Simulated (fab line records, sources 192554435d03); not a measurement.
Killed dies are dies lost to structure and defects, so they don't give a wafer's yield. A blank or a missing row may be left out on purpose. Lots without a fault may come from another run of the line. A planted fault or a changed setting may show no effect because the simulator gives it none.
Chamber matching | flow n5_finfet | N5_BEOL_M6_STRIP_36 on rie_diel-04: 4 sister chambers
The step strips in N2/H2. 16 wafers are shown with their chamber, then 8 later ones without.

WAFERS WITH THEIR CHAMBER
wafer  | chamber | throttle_valve_pct (%) | showerhead_plenum_p_Torr (Torr) | drypump_motor_current_A (A)
L076.1 | 2       | 23.7                   | 2.66                            | 6.0
L076.3 | 0       | 24.1                   | 2.70                            | 5.9
L076.6 | 2       | 23.7                   | 2.66                            | 6.0
L080.1 | 1       | 23.3                   | 2.59                            | 5.8
L080.3 | 2       | 23.7                   | 2.66                            | 5.9
L080.5 | 2       | 23.7                   | 2.66                            | 6.0
L083.1 | 3       | 22.8                   | 2.71                            | 5.8
L083.5 | 0       | 24.2                   | 2.70                            | 5.9
L083.6 | 1       | 23.3                   | 2.59                            | 5.8
L084.3 | 0       | 24.2                   | 2.70                            | 5.9
L084.4 | 2       | 23.7                   | 2.66                            | 5.9
L084.6 | 2       | 23.7                   | 2.66                            | 5.9
L091.2 | 0       | 24.3                   | 2.69                            | 5.9
L091.3 | 3       | 22.8                   | 2.70                            | 5.8
L091.5 | 1       | 23.4                   | 2.58                            | 5.8
L093.3 | 2       | 23.8                   | 2.65                            | 6.0

SIGNATURES (means of the wafers above)
reading                  | chamber 0 | chamber 1 | chamber 2 | chamber 3 | scatter within a chamber
throttle_valve_pct       | 24.200    | 23.333    | 23.714    | 22.800    | 0.0542
showerhead_plenum_p_Torr | 2.6975    | 2.5867    | 2.6586    | 2.7050    | 0.00481
drypump_motor_current_A  | 5.900     | 5.800     | 5.957     | 5.800     | 0.0378
Rule: a wafer's distance from a chamber is the root of the sum, over the readings, of the square of ((its reading less the chamber's mean) divided by the reading's scatter). The wafer belongs to the nearest chamber; if the next one is less than 2 further off, it can't be placed. The scatter: the root of (the sum of the squares of (reading less its chamber's mean) over the shown wafers, divided by (wafers less chambers)).

WAFERS WITHOUT THEIR CHAMBER
wafer  | throttle_valve_pct (%) | showerhead_plenum_p_Torr (Torr) | drypump_motor_current_A (A)
L093.5 | 23.3                   | 2.58                            | 5.9
L093.6 | 24.2                   | 2.69                            | 5.9
L092.1 | 22.8                   | 2.70                            | 5.9
L092.2 | 23.3                   | 2.58                            | 5.8
L092.5 | 24.2                   | 2.69                            | 5.9
L095.2 | 22.8                   | 2.70                            | 5.8
L095.5 | 22.9                   | 2.70                            | 5.9
L095.6 | 23.8                   | 2.65                            | 6.0

WHICH CHAMBER EACH WENT THROUGH
wafer  | from the rows above | in truth
L093.5 | 1                   | 1
L093.6 | 0                   | 0
L092.1 | 3                   | 3
L092.2 | 1                   | 1
L092.5 | 0                   | 0
L095.2 | 3                   | 3
L095.5 | 3                   | 3
L095.6 | 2                   | 2
Placed correctly: 8 of 8. Can't be placed from these rows: 0. Placed wrongly: 0.
